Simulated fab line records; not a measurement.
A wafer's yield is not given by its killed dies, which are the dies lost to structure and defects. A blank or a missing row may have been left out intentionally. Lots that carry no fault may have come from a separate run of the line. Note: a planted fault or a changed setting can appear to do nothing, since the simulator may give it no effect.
Which tool is to blame? | flow n5Finfet | Sampling: 7 lots, 19 wafers, 9 of 1938 route steps

## WHAT THE GAUGES READ, wafer by wafer
N5_BEOL_M4_OCD_MEAS_38.
lot  | measured     | on     | trenchDepthNm (nm)
L418 | day 8 09:01  | ocd-01 | 54.3 56.2 56.8
L421 | day 8 22:07  | ocd-01 | 56.3 54.4 56.6
L431 | day 11 10:53 | ocd-01 | 24.9 55.4
L432 | day 11 17:50 | ocd-02 | 16.5 54.4
L433 | day 11 21:13 | ocd-01 | 55.2 55.3 55.0
L437 | day 13 12:36 | ocd-01 | 54.2 56.2 55.2
L439 | day 13 13:53 | ocd-02 | 56.4 56.1 56.8

N5_BEOL_M4_THK_MEAS_53: measures by xrf.
lot  | measured     | on           | M4_THK (nm)
L418 | day 8 12:50  | filmMetro-02 | 37.7 39.6 40.0
L421 | day 9 01:46  | filmMetro-02 | 39.6 39.2 40.7
L431 | day 11 14:37 | filmMetro-02 | - 39.1
L432 | day 11 21:37 | filmMetro-02 | - 38.7
L433 | day 12 02:50 | filmMetro-02 | 40.3 36.9 38.8
L437 | day 13 16:11 | filmMetro-01 | 39.2 39.1 40.2
L439 | day 13 19:05 | filmMetro-02 | 39.7 39.5 41.1

N5_BEOL_M4_RC_MEAS_101.
lot  | measured     | on        | DIBL_N (mV/V)  | DIBL_P (mV/V)  | IOFF_N (nA/um) | IOFF_P (nA/um) | ION_N (uA/um) | ION_P (uA/um) | SS_N (mV/dec)  | SS_P (mV/dec)  | VT_N (mV)   | VT_P (mV)
L418 | day 8 13:19  | prober-02 | 35.8 36.7 36.7 | 38.3 38.5 39.2 | 0.15 0.16 0.16 | 0.19 0.20 0.21 | 669 675 667   | 455 463 458   | 71.9 71.5 71.4 | 74.0 73.6 74.5 | 251 249 250 | -256 -255 -254
L421 | day 9 02:05  | prober-01 | 38.5 35.9 35.7 | 38.0 34.2 33.9 | 0.19 0.13 0.14 | 0.23 0.18 0.17 | 677 656 658   | 456 452 446   | 72.2 71.5 71.7 | 73.7 72.1 72.0 | 247 252 253 | -252 -255 -257
L431 | day 11 15:41 | prober-02 | 36.9           | 36.9           | 0.17           | 0.24           | 699           | 477           | 71.6           | 73.4           | 249         | -249
L432 | day 11 22:42 | prober-01 | 35.7           | 36.9           | 0.13           | 0.20           | 669           | 462           | 71.7           | 73.1           | 251         | -252
L433 | day 12 03:09 | prober-02 | 36.6 34.0 36.0 | 36.8 33.8 36.7 | 0.16 0.12 0.16 | 0.22 0.17 0.21 | 674 660 693   | 465 457 469   | 72.5 71.4 71.6 | 73.8 72.9 73.8 | 251 254 249 | -250 -254 -249
L437 | day 13 16:40 | prober-02 | 37.1 34.8 32.6 | 37.2 35.2 31.7 | 0.18 0.14 0.10 | 0.22 0.18 0.15 | 677 677 650   | 461 458 449   | 71.6 70.7 69.9 | 74.7 72.4 72.3 | 246 252 257 | -251 -254 -259
L439 | day 13 19:45 | prober-02 | 38.6 39.3 37.7 | 39.3 39.4 38.0 | 0.18 0.18 0.14 | 0.24 0.23 0.21 | 673 669 661   | 459 459 453   | 71.7 72.6 72.0 | 73.9 74.4 73.8 | 252 251 255 | -252 -253 -255

## WHICH TOOL RAN EACH LOT (tool, then ch and the chambers of the sampled wafers, then the start)
lot  | N5_BEOL_M4_HM_DEP_02        | N5_BEOL_M4_DESCUM_16              | N5_BEOL_M4_ETCH_74                | N5_BEOL_M4_STRIP_66               | N5_BEOL_M4_HM_OPEN_17            | N5_BEOL_M4_ETCHBACK_99
L418 | pvdSputter-01, day 8 03:36  | rieDiel-02 ch 0,3, day 8 04:16    | rieDiel-02 ch 0,3, day 8 04:17    | rieDiel-02 ch 0,3, day 8 04:28    | rieMetal-03 ch 1, day 8 04:31    | rieDiel-01 ch 0,2,3, day 8 08:37
L421 | pvdSputter-01, day 8 17:34  | rieDiel-01 ch 2,3, day 8 18:14    | rieDiel-01 ch 2,3, day 8 18:16    | rieDiel-01 ch 2,3, day 8 18:26    | rieMetal-01 ch 0,1, day 8 18:29  | rieDiel-06 ch 0,1,3, day 8 21:43
L431 | pvdSputter-01, day 11 08:01 | rieDiel-02 ch 2,3, day 11 08:38   | rieDiel-02 ch 2,3, day 11 08:39   | rieDiel-02 ch 2,3, day 11 08:50   | rieMetal-03 ch 0,1, day 11 08:55 | rieDiel-02 ch 0,1, day 11 10:30
L432 | pvdSputter-01, day 11 13:52 | rieDiel-06 ch 0,2, day 11 14:23   | rieDiel-06 ch 0,2, day 11 14:26   | rieDiel-06 ch 0,2, day 11 14:36   | rieMetal-03 ch 1, day 11 14:39   | rieDiel-06 ch 2,3, day 11 17:26
L433 | pvdSputter-03, day 11 17:58 | rieDiel-06 ch 1,2,3, day 11 18:40 | rieDiel-06 ch 1,2,3, day 11 18:42 | rieDiel-06 ch 1,2,3, day 11 18:53 | rieMetal-02 ch 0,1, day 11 18:55 | rieDiel-01 ch 0,3, day 11 20:49
L437 | pvdSputter-03, day 13 07:16 | rieDiel-06 ch 0,1,2, day 13 08:26 | rieDiel-06 ch 0,1,2, day 13 08:28 | rieDiel-06 ch 0,1,2, day 13 08:39 | rieMetal-03 ch 0,1, day 13 08:41 | rieDiel-02 ch 0,2,3, day 13 12:12
L439 | pvdSputter-02, day 13 10:37 | rieDiel-06 ch 1,2,3, day 13 11:08 | rieDiel-06 ch 1,2,3, day 13 11:10 | rieDiel-06 ch 1,2,3, day 13 11:21 | rieMetal-01 ch 0,1, day 13 11:25 | rieDiel-01 ch 0,2, day 13 13:29
- N5_BEOL_M4_HM_DEP_02: deposits TiN, target thk 20 nm.
- N5_BEOL_M4_DESCUM_16: chemistry O2, time 7 s.
- N5_BEOL_M4_ETCH_74: etches underlayer in N2/H2, target depth 6.5 nm, time 5.2 s.
- N5_BEOL_M4_STRIP_66: strips in CF4.
- N5_BEOL_M4_HM_OPEN_17: chemistry Cl2/BCl3, target TiN, target depth 20 nm, overetch 6 nm.
- N5_BEOL_M4_ETCHBACK_99: etches SiO2 in CHF3, target depth 5 nm, time 10.4 s.

## WHAT THE TOOLS THEMSELVES READ (means of the sampled wafers that have a number; where no wafer has one, the mark that the record gives instead)
N5_BEOL_M4_HM_DEP_02.
lot  | tool          | throttleValvePct (%)
L418 | pvdSputter-01 | 30.6
L421 | pvdSputter-01 | 31.3
L431 | pvdSputter-01 | 31.5
L432 | pvdSputter-01 | 28.9
L433 | pvdSputter-03 | 29.7
L437 | pvdSputter-03 | 30.3
L439 | pvdSputter-02 | 28.5

N5_BEOL_M4_DESCUM_16.
lot  | tool       | drypumpMotorCurrentA (A) | oesProductAu (a.u.) | rfVppV (V) | showerheadPlenumPTorr (Torr) | throttleValvePct (%)
L418 | rieDiel-02 | 5.7                      | 0.88                | 244.3      | 2.15                         | 20.17
L421 | rieDiel-01 | 5.7                      | 0.76                | 244.2      | 2.19                         | 20.65
L431 | rieDiel-02 | 5.8                      | 0.84                | 244.1      | 2.13                         | 20.16
L432 | rieDiel-06 | 5.9                      | 0.84                | 241.3      | 2.04                         | 20.48
L433 | rieDiel-06 | 5.8                      | 0.80                | 243.5      | 2.08                         | 20.60
L437 | rieDiel-06 | 6.1                      | 0.84                | 242.6      | 2.07                         | 20.58
L439 | rieDiel-06 | 5.9                      | 0.78                | 242.6      | 2.07                         | 20.63

N5_BEOL_M4_ETCH_74.
lot  | tool       | drypumpMotorCurrentA (A) | etchRfOnTimeS (s) | oesProductAu (a.u.) | rfVppV (V) | showerheadPlenumPTorr (Torr) | throttleValvePct (%)
L418 | rieDiel-02 | 5.7                      | 5.24              | 0.75                | 524.8      | 2.60                         | 17.56
L421 | rieDiel-01 | 5.7                      | 5.25              | 0.64                | 527.0      | 2.63                         | 17.89
L431 | rieDiel-02 | 5.8                      | 5.25              | 0.72                | 525.2      | 2.58                         | 17.49
L432 | rieDiel-06 | 6.0                      | 5.02              | 0.73                | 521.6      | 2.48                         | 18.00
L433 | rieDiel-06 | 5.9                      | 5.20              | 0.67                | 523.9      | 2.52                         | 18.03
L437 | rieDiel-06 | 6.1                      | 5.13              | 0.72                | 523.4      | 2.51                         | 18.01
L439 | rieDiel-06 | 5.9                      | 5.25              | 0.67                | 522.3      | 2.51                         | 18.04

N5_BEOL_M4_STRIP_66.
lot  | tool       | cf4FlowSccm (sccm) | drypumpMotorCurrentA (A) | oesProductAu (a.u.) | rfVppV (V) | showerheadPlenumPTorr (Torr) | throttleValvePct (%)
L418 | rieDiel-02 | 150.4              | 5.7                      | 0.87                | 271.2      | 1.82                         | 13.2
L421 | rieDiel-01 | 149.9              | 5.7                      | 0.75                | 272.5      | 1.85                         | 13.7
L431 | rieDiel-02 | 150.1              | 5.8                      | 0.84                | 271.5      | 1.81                         | 13.1
L432 | rieDiel-06 | 149.7              | 6.0                      | 0.83                | 269.2      | 1.75                         | 13.5
L433 | rieDiel-06 | 149.8              | 5.9                      | 0.79                | 270.8      | 1.78                         | 13.7
L437 | rieDiel-06 | 150.3              | 6.1                      | 0.82                | 269.9      | 1.77                         | 13.6
L439 | rieDiel-06 | 150.0              | 5.9                      | 0.77                | 270.8      | 1.78                         | 13.8

N5_BEOL_M4_HM_OPEN_17.
lot  | tool        | drypumpMotorCurrentA (A) | oesProductAu (a.u.) | throttleValvePct (%)
L418 | rieMetal-03 | 6.05                     | 0.79                | 22.44
L421 | rieMetal-01 | 5.84                     | 0.66                | 22.02
L431 | rieMetal-03 | 6.03                     | 0.77                | 22.06
L432 | rieMetal-03 | 6.05                     | 0.84                | 22.34
L433 | rieMetal-02 | 5.52                     | 0.64                | 22.03
L437 | rieMetal-03 | 6.05                     | 0.65                | 22.10
L439 | rieMetal-01 | 5.82                     | 0.64                | 22.28

N5_BEOL_M4_ETCHBACK_99.
lot  | tool       | drypumpMotorCurrentA (A) | oesProductAu (a.u.) | rfVppV (V) | showerheadPlenumPTorr (Torr) | throttleValvePct (%)
L418 | rieDiel-01 | 5.7                      | 0.83                | 243        | 2.26                         | 17.08
L421 | rieDiel-06 | 6.0                      | 0.84                | 245        | 2.14                         | 17.21
L431 | rieDiel-02 | 5.8                      | 0.64                | 243        | 2.20                         | 17.20
L432 | rieDiel-06 | 5.6                      | 0.56                | 244        | 2.10                         | 17.20
L433 | rieDiel-01 | 5.5                      | 0.83                | 240        | 2.27                         | 17.09
L437 | rieDiel-02 | 5.9                      | 0.81                | 245        | 2.17                         | 16.77
L439 | rieDiel-01 | 6.0                      | 0.86                | 242        | 2.23                         | 16.91

## THE ANSWER, worked out from the rows above alone
Rule: what is usual is taken from the lots themselves. Put in order of their means at a reading, lots are off if they are a third of the lots or fewer, leave a main group of 4 or more, and stand apart from it by a gap of 3 or more times the standard deviation of the main group's means; of several such gaps the widest counts. If all means in a main group match to the digits the tables above print for the reading, that group is not used. A lot without any number at a reading at which 4 lots or more have one is off too. Where the step has rows for the other lots, those lots are counted as sound. Order of review: gauges by route order, followed by the tools' own readings, for which a lot's mean as printed above is used. At the first step where some lot is off, the reading lying furthest off is the one used; lots without a number count as furthest.
Off at N5_BEOL_M4_OCD_MEAS_38 (trenchDepthNm): L431, L432. For the main group the mean is 55.7 nm and the standard deviation 0.46.
A tool fits if, at a process step before that reading, it ran every lot that is off, and no sound lot after the first of them. The gauges at N5_BEOL_M4_OCD_MEAS_38 aren't tried: what is off there is off at N5_BEOL_M4_ETCHBACK_99 too, on other tools, and a gauge's error can't cause that. One candidate fits, namely pvdSputter-01 at N5_BEOL_M4_HM_DEP_02. A fault onset in the window from L421 (day 8 17:34, its last sound lot) to L431 (day 11 08:01, its first lot off) fits.

## WHAT THE SIMULATOR HAD PUT IN
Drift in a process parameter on pvdSputter-01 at N5_BEOL_M4_HM_DEP_02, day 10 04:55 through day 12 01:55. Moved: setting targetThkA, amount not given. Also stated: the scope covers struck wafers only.
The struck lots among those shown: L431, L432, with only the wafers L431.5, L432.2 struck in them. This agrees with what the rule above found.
